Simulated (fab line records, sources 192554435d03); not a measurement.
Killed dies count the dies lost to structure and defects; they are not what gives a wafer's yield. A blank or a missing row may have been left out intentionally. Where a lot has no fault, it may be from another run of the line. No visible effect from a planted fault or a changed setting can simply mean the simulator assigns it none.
fab line records | flow n5Finfet
[record] lots = 7 wafers = 21
route steps=1938 shown WELL_APT@24 FIN_SAQP@96 FIN_CUT@160 SD_EPI_N@262 PASSIVATION@1936
startH: hours from the record's first day to the start of the lot's first wafer shown | waitH: hours elapsed since this lot's preceding step | " as in the row above | L1.1+2: one row covering several wafers at once | - no value present, or no start provided | * or withheld: withheld | < > ~ a bound
route shown NAME@n: names a module that has steps shown in the file, with the first one's number in the route | usual: average and standard deviation across the fault-free wafers | same: alike in all rows | chamber/n: place in a boat | sites: readings site by site | _std_site: the standard deviation of these | _edge_site: mean of outer sites minus mean of inner sites | radiusMm: for every site, how far away it sits from the centre of the wafer | mask NAME#n: copy n | behind: the last tool/chamber to shape the wafer | hold: the reason the lot was held/the length of the hold in hours/how it ended | device: the transistor (n, p or np) that didn't switch | end of line: the tests these same wafers got at the end of their route | step lacking rows: just its recipe | killed: the dies lost at the first sort to structure and to defects; this is not the yield of the wafer | map: per-die view of a wafer (x killed, . not killed, _ where there is no die)
set.NAME: the setting the step ran with; set.NAME@STEP: the setting that earlier step ran with | model.NAME: the simulator's own value behind a step, which no gauge read
lots run with intentionally changed settings; tables by step, rows by wafer
[[steps]]
[step N5_WELL_APT_EXPOSE_05]
[recipe] maskId = NWELL na = 0.8 sourceShape = conventional sigmaOuter = 0.8 polarization = unpolarized defocusNm = 0 targetCdNm = 200 doseMj = 20.3
// columns lot.wafer tool chamber startH waitH mask set.doseMj
L075.3 krfScanner-02 0 19.71 - NWELL#0 20.3
L075.4+5 " 0 " " NWELL#0 21.19
L080.2+4 krfScanner-02 0 49.91 - NWELL#0 19.38
L080.5 " 0 " " NWELL#0 20.3
L082.1+3 krfScanner-02 0 61.53 - NWELL#0 19.82
L082.4 " 0 " " NWELL#0 20.3
L086.4 krfScanner-02 0 85.54 - NWELL#0 20.3
L086.5+6 " 0 " " NWELL#0 21.55
L092.2+4+5 krfScanner-02 0 121.67 - NWELL#0 20.3
L096.3+4+5 krfScanner-02 0 145.86 - NWELL#0 20.3
L097.1+3 krfScanner-01 0 151.68 - NWELL#0 20.3
L097.5 " 0 " " NWELL#0 19.81
[step N5_WELL_APT_DEVELOP_07]
[recipe] developTimeS = 45 rinseLiquid = surfactantRinse dry = airSpin devTempC = 21
// columns lot.wafer tool chamber startH waitH set.developTimeS
L075.3+4+5 lithoTrack-02 0 - - 45
L080.2+4+5 lithoTrack-03 0 - - 45
L082.1 lithoTrack-02 0 - - 45
L082.3+4 " 0 " " 41.97
L086.4+5 lithoTrack-05 0 - - 39.13
L086.6 " 0 " " 45
L092.2+4+5 lithoTrack-03 0 - - 45
L096.3+5 lithoTrack-05 0 - - 45
L096.4 " 0 " " 47.61
L097.1+3 lithoTrack-03 0 - - 45
L097.5 " 0 " " 52.89
[step N5_WELL_APT_HARDBAKE_12]
[recipe] tempC = 130 timeS = 120
[step N5_WELL_APT_CD_MEAS_08]
[recipe] targetCdNm = 200 landingEnergyEv = 500 detector = seInlens
[usual] cdNm = 200.2/1.5
// columns lot.wafer tool chamber startH waitH set.doseMj@WELL_APT_EXPOSE_05 cdNm
L075.3 cdSem-02 0 19.88 - 20.3 198.7
L075.4 " 0 " " 21.19 208.0
L075.5 " 0 " " 21.19 207.2
L080.2 cdSem-01 0 50.08 - 19.38 192.5
L080.4 " 0 " " 19.38 192.1
L080.5 " 0 " " 20.3 200.1
L082.1 cdSem-03 0 61.71 - 19.82 195.5
L082.3 " 0 " " 19.82 197.0
L082.4 " 0 " " 20.3 199.8
L086.4 cdSem-03 0 85.70 - 20.3 197.7
L086.5 " 0 " " 21.55 208.2
L086.6 " 0 " " 21.55 206.3
L092.2 cdSem-01 0 121.84 - 20.3 200.0
L092.4 " 0 " " 20.3 199.7
L092.5 " 0 " " 20.3 199.2
L096.3 cdSem-03 0 146.02 - 20.3 200.0
L096.4 " 0 " " 20.3 201.2
L096.5 " 0 " " 20.3 200.6
L097.1 cdSem-03 0 151.86 - 20.3 202.7
L097.3 " 0 " " 20.3 197.7
L097.5 " 0 " " 19.81 195.4
[step N5_WELL_APT_DESCUM_13]
[recipe] chemistry = O2 timeS = 7.9 sourcePowerW = 50 biasPowerW = 20 pressureMtorr = 20 rfFrequencyHz = 2.712e+07 tempC = 40 o2FlowSccm = 225
// columns lot.wafer tool chamber startH waitH set.doseMj@WELL_APT_EXPOSE_05 model.WELL_APT.cdNm
L075.3 rieDiel-02 1 20.07 0.1 20.3 198.6
L075.4 " 2 " " 21.19 208.2
L075.5 " 1 " " 21.19 207.5
L080.2 rieDiel-02 3 50.17 0.0 19.38 192.5
L080.4 " 2 " " 19.38 191.8
L080.5 " 3 " " 20.3 200
L082.1 rieDiel-06 2 61.79 0.0 19.82 195.4
L082.3 " 0 " " 19.82 196.6
L082.4 " 3 " " 20.3 199.9
L086.4 rieDiel-06 2 85.79 0.0 20.3 197.4
L086.5 " 3 " " 21.55 208.3
L086.6 " 2 " " 21.55 206.7
L092.2 rieDiel-02 0 121.92 0.0 20.3 200.2
L092.4 " 2 " " 20.3 199.7
L092.5 " 0 " " 20.3 199.3
L096.3 rieDiel-06 2 146.11 0.0 20.3 200.1
L096.4 " 1 " " 20.3 200.9
L096.5 " 2 " " 20.3 200.7
L097.1 rieDiel-06 1 153.37 1.5 20.3 202.1
L097.3 " 1 " " 20.3 197.9
L097.5 " 1 " " 19.81 195.2
[step N5_FIN_SAQP_HM_DEP_03]
[recipe] material = SiNx targetThkA = 380 tempC = 400 precursor = SiH4/NH3/N2 pressureTorr = 1.5 rfW = 300 timeS = 33.6
// columns lot.wafer tool chamber startH waitH set.timeS model.SiNx_of_FIN_SAQP_HM_DEP_03.thkNm
L075.3 pecvd-02 1 26.67 0.1 36.96 40.09
L075.4 " 0 " " 36.96 41.87
L075.5 " 1 " " 36.96 40.96
L080.2 pecvd-01 1 57.12 0.2 33.6 37.74
L080.4 " 0 " " 30.02 33.94
L080.5 " 1 " " 30.02 34.41
L082.1 pecvd-03 1 69.83 0.2 38.2 42.49
L082.3 " 2 " " 38.2 42.24
L082.4 " 0 " " 33.6 38.32
L086.4 pecvd-02 0 93.73 0.1 33.6 38.72
L086.5 " 1 " " 33.6 37.73
L086.6 " 2 " " 33.6 38.45
L092.2 pecvd-03 2 129.05 0.2 33.6 38.03
L092.4 " 2 " " 33.6 38.43
L092.5 " 2 " " 33.6 38.26
L096.3 pecvd-03 0 155.43 0.1 28.59 32.58
L096.4 " 2 " " 28.59 33.05
L096.5 " 0 " " 28.59 32.46
L097.1 pecvd-02 1 162.16 0.2 33.6 36.97
L097.3 " 2 " " 36.13 40.15
L097.5 " 1 " " 36.13 40.7
[step N5_FIN_SAQP_THK_MEAS_05]
[usual] thkNm = 37.9/0.47
// columns lot.wafer tool chamber startH waitH set.timeS@FIN_SAQP_HM_DEP_03 thkNm
L075.3 filmMetro-02 - 26.76 0.1 36.96 40.1
L075.4 " - " " 36.96 41.8
L075.5 " - " " 36.96 40.9
L080.2 filmMetro-02 - 57.20 0.1 33.6 37.7
L080.4 " - " " 30.02 33.9
L080.5 " - " " 30.02 34.4
L082.1 filmMetro-02 - 69.92 0.1 38.2 42.4
L082.3 " - " " 38.2 42.2
L082.4 " - " " 33.6 38.3
L086.4 filmMetro-01 - 93.79 0.0 33.6 38.7
L086.5 " - " " 33.6 37.8
L086.6 " - " " 33.6 38.5
L092.2 filmMetro-02 - 129.16 0.1 33.6 38.1
L092.4 " - " " 33.6 38.4
L092.5 " - " " 33.6 38.3
L096.3 filmMetro-01 - 155.52 0.1 28.59 32.6
L096.4 " - " " 28.59 33.0
L096.5 " - " " 28.59 32.5
L097.1 filmMetro-02 - 162.25 0.1 33.6 37.0
L097.3 " - " " 36.13 40.2
L097.5 " - " " 36.13 40.7
[step N5_FIN_SAQP_PECVD_06]
[recipe] material = a-Si targetThkA = 600 tempC = 400 precursor = SiH4/He pressureTorr = 3 rfW = 100 timeS = 48.1
// columns lot.wafer tool chamber startH waitH set.timeS model.a-Si_of_FIN_SAQP_PECVD_06.thkNm
L075.3 pecvd-02 1 26.88 0.0 48.1 59.33
L075.4 " 0 " " 48.1 60.43
L075.5 " 2 " " 54.95 69.19
L080.2 pecvd-02 2 57.32 0.0 48.1 59.66
L080.4 " 1 " " 48.1 60.22
L080.5 " 2 " " 48.1 60.62
L082.1 pecvd-01 0 70.04 0.0 48.1 59.76
L082.3 " 1 " " 48.1 59.66
L082.4 " 2 " " 48.1 61.5
L086.4 pecvd-01 1 93.94 0.0 55.04 68.3
L086.5 " 0 " " 55.04 69.29
L086.6 " 2 " " 48.1 60.37
L092.2 pecvd-02 1 129.28 0.0 48.1 59.31
L092.4 " 2 " " 48.1 60.16
L092.5 " 0 " " 48.1 59.63
L096.3 pecvd-03 1 155.63 0.0 48.1 59.31
L096.4 " 2 " " 48.1 60.45
L096.5 " 1 " " 48.1 60.56
L097.1 pecvd-01 1 162.37 0.0 48.1 59.33
L097.3 " 0 " " 51.28 64.22
L097.5 " 2 " " 48.1 60.91
[step N5_FIN_SAQP_THK_MEAS_07]
[usual] thkNm = 59.8/0.68
// columns lot.wafer tool chamber startH waitH set.timeS@FIN_SAQP_PECVD_06 thkNm
L075.3 filmMetro-02 - 26.97 0.1 48.1 59.3
L075.4 " - " " 48.1 60.4
L075.5 " - " " 54.95 69.2
L080.2 filmMetro-01 - 57.41 0.1 48.1 59.7
L080.4 " - " " 48.1 60.2
L080.5 " - " " 48.1 60.6
L082.1 filmMetro-01 - 70.12 0.1 48.1 59.8
L082.3 " - " " 48.1 59.6
L082.4 " - " " 48.1 61.4
L086.4 filmMetro-01 - 94.00 0.0 55.04 68.2
L086.5 " - " " 55.04 69.2
L086.6 " - " " 48.1 60.4
L092.2 filmMetro-01 - 129.37 0.1 48.1 59.3
L092.4 " - " " 48.1 60.2
L092.5 " - " " 48.1 59.6
L096.3 filmMetro-01 - 155.72 0.1 48.1 59.3
L096.4 " - " " 48.1 60.4
L096.5 " - " " 48.1 60.6
L097.1 filmMetro-01 - 162.46 0.1 48.1 59.4
L097.3 " - " " 51.28 64.2
L097.5 " - " " 48.1 60.9
[step N5_FIN_CUT_EXPOSE_05]
[recipe] maskId = FIN_CUT na = 0.33 sourceShape = annular sigmaInner = 0.35 sigmaOuter = 0.8 polarization = unpolarized doseMj = 45.75
// columns lot.wafer tool chamber startH waitH mask set.doseMj
L075.3+4+5 euvScanner-02 0 34.94 - FIN_CUT#0 45.75
L080.2+4 euvScanner-01 0 62.71 - FIN_CUT#0 49.01
L080.5 " 0 " " FIN_CUT#0 45.75
L082.1+3+4 euvScanner-01 0 75.12 - FIN_CUT#0 45.75
L086.4+5+6 euvScanner-02 0 100.34 - FIN_CUT#0 45.75
L092.2+4+5 euvScanner-01 0 135.04 - FIN_CUT#0 45.75
L096.3+5 euvScanner-01 0 162.72 - FIN_CUT#0 47.27
L096.4 " 0 " " FIN_CUT#0 45.75
L097.1 euvScanner-01 0 167.96 - FIN_CUT#0 48.29
L097.3+5 " 0 " " FIN_CUT#0 45.75
[step N5_FIN_CUT_PEB_06]
[recipe] pebTempC = 100 pebTimeS = 60 resist = CAR-EUV
[step N5_FIN_CUT_DEVELOP_07]
[recipe] developTimeS = 30 developer = TMAH resist = CAR-EUV rinseLiquid = surfactantRinse dry = airSpin devTempC = 23
[step N5_FIN_CUT_CD_MEAS_08]
[recipe] targetCdNm = 29.1 landingEnergyEv = 500 detector = seInlens polarity = opening
[usual] cdNm = 29.14/0.25
// columns lot.wafer tool chamber startH waitH set.doseMj@FIN_CUT_EXPOSE_05 cdNm
L075.3 cdSem-02 0 35.06 - 45.75 29.06
L075.4 " 0 " " 45.75 29.26
L075.5 " 0 " " 45.75 29.37
L080.2 cdSem-01 0 62.84 - 49.01 30.15
L080.4 " 0 " " 49.01 30.45
L080.5 " 0 " " 45.75 29.26
L082.1 cdSem-01 0 75.25 - 45.75 29.10
L082.3 " 0 " " 45.75 29.27
L082.4 " 0 " " 45.75 28.92
L086.4 cdSem-02 0 100.46 - 45.75 29.31
L086.5 " 0 " " 45.75 29.20
L086.6 " 0 " " 45.75 29.22
L092.2 cdSem-02 0 135.16 - 45.75 29.04
L092.4 " 0 " " 45.75 29.17
L092.5 " 0 " " 45.75 29.05
L096.3 cdSem-01 0 162.84 - 47.27 29.67
L096.4 " 0 " " 45.75 29.68
L096.5 " 0 " " 47.27 29.86
L097.1 cdSem-03 0 168.10 - 48.29 30.10
L097.3 " 0 " " 45.75 29.27
L097.5 " 0 " " 45.75 29.08
[step N5_FIN_CUT_DESCUM_13]
[recipe] chemistry = O2 timeS = 7 sourcePowerW = 50 biasPowerW = 20 pressureMtorr = 20 rfFrequencyHz = 2.712e+07 tempC = 40 resist = CAR-EUV o2FlowSccm = 225
[step N5_FIN_CUT_ETCH_30]
[recipe] chemistry = N2/H2 target = underlayer targetDepthA = 130 maskMaterial = CAR-EUV timeS = 10.4 ionEnergyEv = 200 pressureMtorr = 30 sourceW = 840 biasW = 150 n2FlowSccm = 200 h2FlowSccm = 200 ends = cleared
// columns lot.wafer tool chamber startH waitH set.doseMj@FIN_CUT_EXPOSE_05 model.FIN_CUT.cdOffsetNm
L075.3 rieDiel-04 0 35.22 0.0 45.75 0
L075.4+5 " 1 " " 45.75 0.2
L080.2 rieDiel-01 3 63.01 0.0 49.01 1.2
L080.4 " 0 " " 49.01 1.4
L080.5 " 3 " " 45.75 0
L082.1+4 rieDiel-01 3,1 75.41 0.0 45.75 0
L082.3 " 2 " " 45.75 -0.2
L086.4+6 rieDiel-04 2,0 100.61 0.0 45.75 0.2
L086.5 " 1 " " 45.75 0.4
L092.2 rieDiel-03 1 135.32 0.0 45.75 0.4
L092.4+5 " 3,1 " " 45.75 0.2
L096.3 rieDiel-01 2 163.29 0.0 47.27 0.4
L096.4 " 2 " " 45.75 0
L096.5 " 1 " " 47.27 0.6
L097.1 rieDiel-01 3 168.26 0.0 48.29 1.2
L097.3 " 0 " " 45.75 0.6
L097.5 " 2 " " 45.75 0.2
[step N5_FIN_CUT_ETCH_20]
[recipe] chemistry = CF4 target = SiARC targetDepthA = 260 maskMaterial = CAR-EUV timeS = 43.3 ionEnergyEv = 80 pressureMtorr = 40 sourceW = 545 biasW = 36 Ar_flow_sccm = 100 cf4FlowSccm = 100 ends = cleared
// columns lot.wafer tool chamber startH waitH set.doseMj@FIN_CUT_EXPOSE_05 model.FIN_CUT.cdOffsetNm
L075.3+4 rieDiel-04 0,1 35.24 0.0 45.75 0.2
L075.5 " 1 " " 45.75 0
L080.2 rieDiel-01 3 63.03 0.0 49.01 1
L080.4 " 0 " " 49.01 1.4
L080.5 " 3 " " 45.75 0
L082.1+4 rieDiel-01 3,1 75.43 0.0 45.75 0
L082.3 " 2 " " 45.75 -0.2
L086.4+5+6 rieDiel-04 2,1,0 100.63 0.0 45.75 0.2
L092.2 rieDiel-03 1 135.34 0.0 45.75 0.4
L092.4 " 3 " " 45.75 0.2
L092.5 " 1 " " 45.75 0
L096.3 rieDiel-01 2 163.31 0.0 47.27 0.4
L096.4 " 2 " " 45.75 0
L096.5 " 1 " " 47.27 0.6
L097.1 rieDiel-01 3 168.28 0.0 48.29 1.2
L097.3 " 0 " " 45.75 0.6
L097.5 " 2 " " 45.75 0.2
[step N5_SD_EPI_N_COAT_32]
[recipe] resist = SOC tempC = 250 timeS = 60 spinRpm = 1500 resistThkNm = 350
// columns lot.wafer tool chamber startH waitH set.tempC
L075.3+4 lithoTrack-03 0 58.28 0.0 250
L075.5 " 0 " " 252.9
L080.2+5 lithoTrack-05 0 84.60 0.0 253.3
L080.4 " 0 " " 250
L082.1+3+4 lithoTrack-02 0 102.40 0.0 254.7
L086.4+6 lithoTrack-03 0 120.86 0.0 250
L086.5 " 0 " " 254.6
L092.2+4+5 lithoTrack-05 0 156.61 0.0 250
L096.3+5 lithoTrack-02 0 183.35 0.0 256.7
L096.4 " 0 " " 250
L097.1 lithoTrack-03 0 191.57 0.0 259.5
L097.3+5 " 0 " " 250
[step N5_SD_EPI_N_COAT_33]
[recipe] resist = SiARC tempC = 220 timeS = 60 spinRpm = 1500 resistThkNm = 35
// columns lot.wafer tool chamber startH waitH set.spinRpm model.SiARC_of_SD_EPI_N_COAT_33.thkNm
L075.3+5 lithoTrack-03 0 - - 1560 34.4
L075.4 " 0 " " 1500 35.2
L080.2+4 lithoTrack-05 0 - - 1455 35.8
L080.5 " 0 " " 1500 35
L082.1 lithoTrack-02 0 - - 1647 33.4
L082.3 " 0 " " 1500 35
L082.4 " 0 " " 1647 33.6
L086.4 lithoTrack-03 0 - - 1554 34.4
L086.5 " 0 " " 1500 35.2
L086.6 " 0 " " 1500 35
L092.2+4+5 lithoTrack-05 0 - - 1500 34.8
L096.3+4+5 lithoTrack-02 0 - - 1500 35
L097.1 lithoTrack-03 0 - - 1500 35.2
L097.3 " 0 " " 1500 35
L097.5 " 0 " " 1597 34
[step N5_SD_EPI_N_COAT_03]
[recipe] resist = CAR-ArF-block spinRpm = 1500 resistThkNm = 150
[step N5_SD_EPI_N_EBR_05]
[recipe] solvent = PGMEA ebrWidthMm = 1.5
[step N5_SD_EPI_N_DESCUM_14]
[recipe] chemistry = O2 timeS = 7.9 sourcePowerW = 50 biasPowerW = 20 pressureMtorr = 20 rfFrequencyHz = 2.712e+07 tempC = 40 resist = CAR-ArF-block o2FlowSccm = 225
[step N5_SD_EPI_N_ETCH_34]
[recipe] chemistry = CF4 target = SiARC targetDepthA = 455 maskMaterial = CAR-ArF-block timeS = 75.8 ionEnergyEv = 80 pressureMtorr = 40 sourceW = 545 biasW = 36 Ar_flow_sccm = 100 cf4FlowSccm = 100 ends = cleared
// columns lot.wafer tool chamber startH waitH set.spinRpm@SD_EPI_N_COAT_33 model.etch.depthNm model.CAR-ArF-block_of_SD_EPI_N_COAT_03.thkNm
L075.3 rieDiel-06 0 58.64 0.0 1560 34.34 112.2
L075.4 " 2 " " 1500 35.15 111.4
L075.5 " 3 " " 1560 34.43 112.2
L080.2 rieDiel-06 2 85.11 0.0 1455 35.71 110.6
L080.4 " 1 " " 1455 35.72 110.2
L080.5 " 0 " " 1500 35.06 110.6
L082.1 rieDiel-05 0 103.48 0.0 1647 33.4 112.8
L082.3 " 2 " " 1500 35.02 111.4
L082.4 " 1 " " 1647 33.54 112.8
L086.4 rieDiel-05 1 121.35 0.0 1554 34.44 112.6
L086.5 " 3 " " 1500 35.18 111.6
L086.6 " 2 " " 1500 35.07 111.6
L092.2+5 rieDiel-02 1,3 158.28 0.0 1500 34.84 111.2
L092.4 " 2 " " 1500 34.89 111.4
L096.3 rieDiel-05 0 183.84 0.0 1500 34.93 110.6
L096.4 " 3 " " 1500 35.02 110.8
L096.5 " 0 " " 1500 34.95 111.2
L097.1 rieDiel-02 3 192.06 0.0 1500 35.19 111.4
L097.3 " 2 " " 1500 34.99 112
L097.5 " 3 " " 1597 33.98 112.6
[step N5_PASSIVATION_PROBE_49]
[usual] sort_bin_8_speed = 0.02/0.16
// columns lot.wafer tool chamber startH waitH set.doseMj@FIN_CUT_EXPOSE_05 set.tempC@SD_EPI_N_COAT_32 set.sourceW@BEOL_M7_TRENCH_ETCH_37 sort_bin_8_speed[%]
L075.3 prober-01 - 282.14 0.1 45.75 250 345 0
L075.4 prober-01 - 282.19 0.2 45.75 250 345 0
L075.5 prober-01 - 282.24 0.2 45.75 252.9 345 0
L080.2 prober-01 - 336.68 0.3 49.01 253.3 298.5 0
L080.4 prober-01 - 336.78 0.4 49.01 250 345 0
L080.5 prober-01 - 336.83 0.5 45.75 253.3 298.5 1.02
L082.1 prober-02 - 357.87 0.0 45.75 254.7 345 0
L082.3 prober-02 - 357.97 0.1 45.75 254.7 403.6 0.34
L082.4 prober-02 - 358.02 0.2 45.75 254.7 345 0
L086.4 prober-01 - 371.85 0.2 45.75 250 404.3 0
L086.5 prober-01 - 371.90 0.2 45.75 254.6 345 0
L086.6 prober-01 - 371.95 0.3 45.75 250 404.3 0
L096.3 prober-02 - 420.01 0.1 47.27 256.7 345 0
L096.4 prober-02 - 420.06 0.2 45.75 250 345 0
L096.5 prober-02 - 420.11 0.2 47.27 256.7 345 0
L092.2 prober-02 - 425.61 0.1 45.75 250 345 0
L092.4 prober-02 - 425.71 0.2 45.75 250 345 0
L092.5 prober-02 - 425.76 0.2 45.75 250 345 0
L097.1 prober-02 - 434.71 0.1 48.29 259.5 345 0
L097.3 prober-02 - 434.81 0.2 45.75 250 345 0.08
L097.5 prober-02 - 434.91 0.3 45.75 250 345 0
[[key]]
[split] step = N5_WELL_APT_EXPOSE_05 setting = doseMj stated = 20.3 by = wafer
[response] step = N5_WELL_APT_CD_MEAS_08 reading = cdNm change = +1.72 per = 1% r = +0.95
[response] step = N5_WELL_APT_DESCUM_13 reading = model.WELL_APT.cdNm change = +1.78 per = 1% r = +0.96
[split] step = N5_WELL_APT_DEVELOP_07 setting = developTimeS stated = 45 by = wafer
response none clear
[split] step = N5_FIN_SAQP_HM_DEP_03 setting = timeS stated = 33.6 by = wafer
[response] step = N5_FIN_SAQP_HM_DEP_03 reading = model.SiNx_of_FIN_SAQP_HM_DEP_03.thkNm change = +0.334 per = 1% r = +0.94
[response] step = N5_FIN_SAQP_THK_MEAS_05 reading = thkNm change = * per = 1% r = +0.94
[split] step = N5_FIN_SAQP_PECVD_06 setting = timeS stated = 48.1 by = wafer
[response] step = N5_FIN_SAQP_PECVD_06 reading = model.a-Si_of_FIN_SAQP_PECVD_06.thkNm change = +0.619 per = 1% r = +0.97
[response] step = N5_FIN_SAQP_THK_MEAS_07 reading = thkNm change = * per = 1% r = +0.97
[split] step = N5_FIN_CUT_EXPOSE_05 setting = doseMj stated = 45.75 by = wafer
[response] step = N5_FIN_CUT_CD_MEAS_08 reading = cdNm change = +0.138 per = 1% r = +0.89
[response] step = N5_FIN_CUT_ETCH_30 reading = model.FIN_CUT.cdOffsetNm change = +0.166 per = 1% r = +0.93
[response] step = N5_FIN_CUT_ETCH_20 reading = model.FIN_CUT.cdOffsetNm change = +0.158 per = 1% r = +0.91
[response] step = N5_PASSIVATION_PROBE_49 reading = sort_bin_8_speed slope = -0.138 per = 1% togetherWith = tempC@SD_EPI_N_COAT_32,sourceW@BEOL_M7_TRENCH_ETCH_37 explained = 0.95
[split] step = N5_SD_EPI_N_COAT_32 setting = tempC stated = 250 by = wafer
[response] step = N5_PASSIVATION_PROBE_49 reading = sort_bin_8_speed slope = +0.175 per = 1% togetherWith = doseMj@FIN_CUT_EXPOSE_05,sourceW@BEOL_M7_TRENCH_ETCH_37 explained = 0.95
[split] step = N5_SD_EPI_N_COAT_33 setting = spinRpm stated = 1500 by = wafer
[response] step = N5_SD_EPI_N_COAT_33 reading = model.SiARC_of_SD_EPI_N_COAT_33.thkNm change = -0.17 per = 1% r = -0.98
[response] step = N5_SD_EPI_N_ETCH_34 reading = model.etch.depthNm change = -0.17 per = 1% r = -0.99
[response] step = N5_SD_EPI_N_ETCH_34 reading = model.CAR-ArF-block_of_SD_EPI_N_COAT_03.thkNm change = +0.153 per = 1% r = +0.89
split outsideThisFile step=N5_BEOL_M7_TRENCH_ETCH_37 setting=sourceW
// split outsideThisFile: this setting was split too, and the file shows its column; the key of that split is in another file
